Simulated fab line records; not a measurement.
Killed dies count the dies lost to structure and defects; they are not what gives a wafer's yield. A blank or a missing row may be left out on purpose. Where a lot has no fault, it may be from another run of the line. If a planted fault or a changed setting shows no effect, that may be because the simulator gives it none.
2 desks looking at one fault -- flow n5_finfet -- only its own numbers are on each desk; what lay behind them is given at the end

== TOOL OWNER'S DESK, cvd_co-01 ==
The tool's own readings at N5_BEOL_M5_CO_CAP_78 (material Co, precursor CCTBA/H2, target thk 2 nm, time 102.1 s): means of the sampled wafers that have a number, for each lot that ran on this tool. Marked OUT: a lot whose mean sits more than 4 standard deviations from the usual mean, which makes it out of limits; the brackets give that distance.
Columns: A = heater_power_outer_w at N5_BEOL_M5_CO_CAP_78, usual 120 W; B = heater_power_w at N5_BEOL_M5_CO_CAP_78, usual 235 W; C = run_length_s at N5_BEOL_M5_CO_CAP_78, usual 125.1 s
lot,first seen here,A,B,C
L866,day 9 06:04,117,224,125.3
L871,day 10 16:55,116,224,125.0
L876,day 11 10:41,115,218,141.5 (+36) OUT
L875,day 11 18:53,118,230,158.9 (+73) OUT
L877,day 12 00:55,120,228,142.2 (+37) OUT
L887,day 14 13:43,117,223,124.6
This desk's verdict: out of limits on L875, L876, L877, starting with L876 at day 11 10:41 (run_length_s at N5_BEOL_M5_CO_CAP_78). L866, L871, L887 stayed within limits.

== FROM THE METROLOGY DESK ==
Lot by lot, what the gauges showed, no matter which tool ran the lot: averages of those sampled wafers that carry a number. Marked OUT: a lot whose mean sits more than 4 standard deviations from the usual mean, which makes it out of limits; the brackets give that distance.
Columns: A = M6_ILD_THK at N5_BEOL_M6_THK_MEAS_01, usual 155.4 nm
lot,first seen here,A
L865,day 9 00:26,153.4
L866,day 9 06:53,158.3
L869,day 10 08:17,156.8
L870,day 10 10:44,153.2
L871,day 10 17:45,155.3
L876,day 11 11:30,156.4
L875,day 11 19:40,156.4
L877,day 12 01:56,156.4
L882,day 13 13:04,152.5
L883,day 13 14:04,151.7
L888,day 14 13:15,154.6
L887,day 14 15:01,153.8
L886,day 14 16:04,157.2
This desk's verdict: no lot among the 13 shows anything out of limits.

== TAKEN TOGETHER ==
On L875, L876, L877, at day 11 10:41, an alarm was possible from the tool owner's desk.
The metrology desk saw nothing out of limits.
The metrology desk holds a record of L875, L876, L877, inside its limits.
Every lot named ran N5_BEOL_M5_CO_CAP_78 on cvd_co-01.

== WHAT THE SIMULATOR PUT IN ==
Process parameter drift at N5_BEOL_M5_CO_CAP_78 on cvd_co-01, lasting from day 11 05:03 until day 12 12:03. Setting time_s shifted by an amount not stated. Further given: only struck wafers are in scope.
Struck lots among those shown: L875, L876, L877.
Each desk's first reading out of limits, in hours after the fault started: the tool owner's desk, 6.
